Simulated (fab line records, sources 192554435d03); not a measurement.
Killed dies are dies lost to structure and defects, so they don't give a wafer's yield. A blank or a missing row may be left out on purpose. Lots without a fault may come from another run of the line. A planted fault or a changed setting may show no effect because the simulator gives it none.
Which tool did it? | flow n5_finfet | 10 lots, 28 wafers sampled, at 3 steps of a route of 1938

WHAT THE GAUGES READ, wafer by wafer
N5_BEOL_M0_RS_MEAS_126: measures by four-point-probe.
lot  | measured     | on            | M0_RS (ohm/sq)
L534 | day 6 16:34  | film_metro-01 | 0.536 0.552 0.520
L535 | day 6 21:55  | film_metro-01 | 0.547 0.570 0.534
L536 | day 6 23:40  | film_metro-02 | 0.534 0.503 0.513
L539 | day 8 02:26  | film_metro-02 | 0.557 0.554 0.492
L542 | day 8 18:28  | film_metro-01 | 0.527 0.525 0.528
L547 | day 9 19:24  | film_metro-02 | 0.568 0.518 0.510
L548 | day 9 21:43  | film_metro-02 | 0.472 0.540 0.458
L549 | day 10 02:10 | film_metro-02 | 0.459 0.552
L551 | day 10 20:44 | film_metro-01 | 0.480 0.466
L555 | day 11 12:14 | film_metro-02 | 0.549 0.544 0.515

WHICH TOOL RAN EACH LOT (tool, then ch and the chambers of the sampled wafers, then the start)
lot  | N5_BEOL_M0_SAQP_PECVD_00        | N5_BEOL_M0_SPUTTER_141
L534 | pecvd-01 ch 1,2, day 6 00:08    | pvd_sputter-02, day 6 15:27
L535 | pecvd-01 ch 0,2, day 6 03:10    | pvd_sputter-03, day 6 20:46
L536 | pecvd-04 ch 0,1, day 6 09:03    | pvd_sputter-02, day 6 22:24
L539 | pecvd-01 ch 0,1,2, day 7 14:46  | pvd_sputter-02, day 8 01:23
L542 | pecvd-04 ch 0,1,2, day 7 23:46  | pvd_sputter-03, day 8 16:14
L547 | pecvd-04 ch 0,1, day 9 06:04    | pvd_sputter-03, day 9 18:09
L548 | pecvd-04 ch 0,2, day 9 09:04    | pvd_sputter-02, day 9 20:39
L549 | pecvd-04 ch 1,2, day 9 12:50    | pvd_sputter-02, day 10 01:07
L551 | pecvd-04 ch 1,2, day 10 02:04   | pvd_sputter-01, day 10 19:38
L555 | pecvd-01 ch 0,1,2, day 11 01:41 | pvd_sputter-01, day 11 11:10
- N5_BEOL_M0_SAQP_PECVD_00: deposits SiCN from 3MS/NH3, target thk 8 nm, time 14 s.
- N5_BEOL_M0_SPUTTER_141: material Cu, target thk 4 nm, time 7.37 s.

THE ANSWER, worked out from the rows above alone
Rule: what is usual is taken from the lots themselves. Put in order of their means at a reading, lots are off if they are a third of the lots or fewer, leave a main group of 4 or more, and stand apart from it by a gap of 3 or more times the standard deviation of the main group's means; of several such gaps the widest counts. A main group whose means are all the same, to the digits that the tables above print for the reading, isn't used. A lot without any number at a reading at which 4 lots or more have one is off too. The other lots that the step has rows for count as sound.
No lot is off at any reading shown: from this, nothing can be told.

WHAT THE SIMULATOR HAD PUT IN
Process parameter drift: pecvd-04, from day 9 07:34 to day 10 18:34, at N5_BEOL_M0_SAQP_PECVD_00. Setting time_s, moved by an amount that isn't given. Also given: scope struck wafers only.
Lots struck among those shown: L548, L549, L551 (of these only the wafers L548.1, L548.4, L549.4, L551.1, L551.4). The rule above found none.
